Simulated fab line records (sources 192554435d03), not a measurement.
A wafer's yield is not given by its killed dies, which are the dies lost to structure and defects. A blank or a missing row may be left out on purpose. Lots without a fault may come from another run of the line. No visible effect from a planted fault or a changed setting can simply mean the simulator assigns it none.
Matching of chambers || flow n5_finfet || 4 sister chambers for N5_BEOL_M15_VIA_ETCH_16 on rie_diel-05
The step etches SiO2 in C4F8/O2/Ar, target depth 1792.2 nm. 22 wafers are shown with their chamber, then 11 later ones without.

EACH WAFER AND ITS CHAMBER
{"wafer": "L074.1", "chamber": 1, "rf_vpp_V (V)": 2241, "throttle_valve_pct (%)": 30.99, "showerhead_plenum_p_Torr (Torr)": 3.45}
{"wafer": "L074.4", "chamber": 3, "rf_vpp_V (V)": 2227, "throttle_valve_pct (%)": 31.00, "showerhead_plenum_p_Torr (Torr)": 3.32}
{"wafer": "L074.6", "chamber": 2, "rf_vpp_V (V)": 2130, "throttle_valve_pct (%)": 30.86, "showerhead_plenum_p_Torr (Torr)": 3.26}
{"wafer": "L075.2", "chamber": 3, "rf_vpp_V (V)": 2227, "throttle_valve_pct (%)": 31.01, "showerhead_plenum_p_Torr (Torr)": 3.32}
{"wafer": "L075.4", "chamber": 0, "rf_vpp_V (V)": 2270, "throttle_valve_pct (%)": 31.45, "showerhead_plenum_p_Torr (Torr)": 3.52}
{"wafer": "L075.5", "chamber": 1, "rf_vpp_V (V)": 2241, "throttle_valve_pct (%)": 31.01, "showerhead_plenum_p_Torr (Torr)": 3.45}
{"wafer": "L077.1", "chamber": 1, "rf_vpp_V (V)": 2240, "throttle_valve_pct (%)": 31.00, "showerhead_plenum_p_Torr (Torr)": 3.45}
{"wafer": "L077.2", "chamber": 2, "rf_vpp_V (V)": 2130, "throttle_valve_pct (%)": 30.88, "showerhead_plenum_p_Torr (Torr)": 3.26}
{"wafer": "L077.4", "chamber": 1, "rf_vpp_V (V)": 2239, "throttle_valve_pct (%)": 31.00, "showerhead_plenum_p_Torr (Torr)": 3.45}
{"wafer": "L079.1", "chamber": 3, "rf_vpp_V (V)": 2228, "throttle_valve_pct (%)": 31.00, "showerhead_plenum_p_Torr (Torr)": 3.32}
{"wafer": "L079.4", "chamber": 1, "rf_vpp_V (V)": 2238, "throttle_valve_pct (%)": 31.02, "showerhead_plenum_p_Torr (Torr)": 3.45}
{"wafer": "L079.6", "chamber": 3, "rf_vpp_V (V)": 2228, "throttle_valve_pct (%)": 31.00, "showerhead_plenum_p_Torr (Torr)": 3.32}
{"wafer": "L083.2", "chamber": 1, "rf_vpp_V (V)": 2239, "throttle_valve_pct (%)": 31.03, "showerhead_plenum_p_Torr (Torr)": 3.44}
{"wafer": "L083.5", "chamber": 1, "rf_vpp_V (V)": 2239, "throttle_valve_pct (%)": 31.02, "showerhead_plenum_p_Torr (Torr)": 3.44}
{"wafer": "L083.6", "chamber": 2, "rf_vpp_V (V)": 2131, "throttle_valve_pct (%)": 30.89, "showerhead_plenum_p_Torr (Torr)": 3.25}
{"wafer": "L087.1", "chamber": 0, "rf_vpp_V (V)": 2269, "throttle_valve_pct (%)": 31.45, "showerhead_plenum_p_Torr (Torr)": 3.51}
{"wafer": "L087.2", "chamber": 2, "rf_vpp_V (V)": 2129, "throttle_valve_pct (%)": 30.89, "showerhead_plenum_p_Torr (Torr)": 3.25}
{"wafer": "L087.5", "chamber": 0, "rf_vpp_V (V)": 2268, "throttle_valve_pct (%)": 31.44, "showerhead_plenum_p_Torr (Torr)": 3.51}
{"wafer": "L088.1", "chamber": 1, "rf_vpp_V (V)": 2239, "throttle_valve_pct (%)": 31.01, "showerhead_plenum_p_Torr (Torr)": 3.44}
{"wafer": "L088.4", "chamber": 3, "rf_vpp_V (V)": 2227, "throttle_valve_pct (%)": 31.02, "showerhead_plenum_p_Torr (Torr)": 3.31}
{"wafer": "L088.5", "chamber": 2, "rf_vpp_V (V)": 2130, "throttle_valve_pct (%)": 30.91, "showerhead_plenum_p_Torr (Torr)": 3.24}
{"wafer": "L093.2", "chamber": 2, "rf_vpp_V (V)": 2133, "throttle_valve_pct (%)": 30.92, "showerhead_plenum_p_Torr (Torr)": 3.24}

SIGNATURES (averages over the wafers above)
{"reading": "rf_vpp_V", "chamber 0": 2269.00, "chamber 1": 2239.50, "chamber 2": 2130.50, "chamber 3": 2227.40, "scatter within a chamber": 1.07}
{"reading": "throttle_valve_pct", "chamber 0": 31.4467, "chamber 1": 31.0100, "chamber 2": 30.8917, "chamber 3": 31.0060, "scatter within a chamber": 0.0147}
{"reading": "showerhead_plenum_p_Torr", "chamber 0": 3.5133, "chamber 1": 3.4463, "chamber 2": 3.2500, "chamber 3": 3.3180, "scatter within a chamber": 0.00639}
Rule: a wafer lies at a distance from a chamber equal to the root of the sum of squares, over the readings, of (its reading less the chamber's mean, divided by the reading's scatter). If the next closest chamber is less than 2 further off than the closest, the wafer can't be placed; otherwise it belongs to the closest. How the scatter is found: for the shown wafers, subtract from each reading the mean of its chamber, square and add these, divide the total by (wafers less chambers), then take the root.

WAFERS WHOSE CHAMBER IS MISSING
{"wafer": "L093.4", "rf_vpp_V (V)": 2227, "throttle_valve_pct (%)": 31.03, "showerhead_plenum_p_Torr (Torr)": 3.30}
{"wafer": "L093.6", "rf_vpp_V (V)": 2227, "throttle_valve_pct (%)": 31.04, "showerhead_plenum_p_Torr (Torr)": 3.30}
{"wafer": "L095.1", "rf_vpp_V (V)": 2226, "throttle_valve_pct (%)": 31.02, "showerhead_plenum_p_Torr (Torr)": 3.30}
{"wafer": "L095.3", "rf_vpp_V (V)": 2269, "throttle_valve_pct (%)": 31.45, "showerhead_plenum_p_Torr (Torr)": 3.50}
{"wafer": "L095.6", "rf_vpp_V (V)": 2225, "throttle_valve_pct (%)": 31.02, "showerhead_plenum_p_Torr (Torr)": 3.30}
{"wafer": "L097.1", "rf_vpp_V (V)": 2269, "throttle_valve_pct (%)": 31.47, "showerhead_plenum_p_Torr (Torr)": 3.50}
{"wafer": "L097.3", "rf_vpp_V (V)": 2237, "throttle_valve_pct (%)": 31.04, "showerhead_plenum_p_Torr (Torr)": 3.43}
{"wafer": "L097.6", "rf_vpp_V (V)": 2225, "throttle_valve_pct (%)": 31.02, "showerhead_plenum_p_Torr (Torr)": 3.29}
{"wafer": "L096.1", "rf_vpp_V (V)": 2238, "throttle_valve_pct (%)": 31.05, "showerhead_plenum_p_Torr (Torr)": 3.42}
{"wafer": "L096.3", "rf_vpp_V (V)": 2224, "throttle_valve_pct (%)": 31.04, "showerhead_plenum_p_Torr (Torr)": 3.29}
{"wafer": "L096.4", "rf_vpp_V (V)": 2225, "throttle_valve_pct (%)": 31.04, "showerhead_plenum_p_Torr (Torr)": 3.29}

WHICH CHAMBER EACH ONE RAN IN
{"wafer": "L093.4", "from the rows above": 3, "in truth": 3}
{"wafer": "L093.6", "from the rows above": 3, "in truth": 3}
{"wafer": "L095.1", "from the rows above": 3, "in truth": 3}
{"wafer": "L095.3", "from the rows above": 0, "in truth": 0}
{"wafer": "L095.6", "from the rows above": 3, "in truth": 3}
{"wafer": "L097.1", "from the rows above": 0, "in truth": 0}
{"wafer": "L097.3", "from the rows above": 1, "in truth": 1}
{"wafer": "L097.6", "from the rows above": 3, "in truth": 3}
{"wafer": "L096.1", "from the rows above": 1, "in truth": 1}
{"wafer": "L096.3", "from the rows above": 3, "in truth": 3}
{"wafer": "L096.4", "from the rows above": 3, "in truth": 3}
Placed correctly: 11 of 11. Number that these rows cannot place: 0. Number placed wrongly: 0.
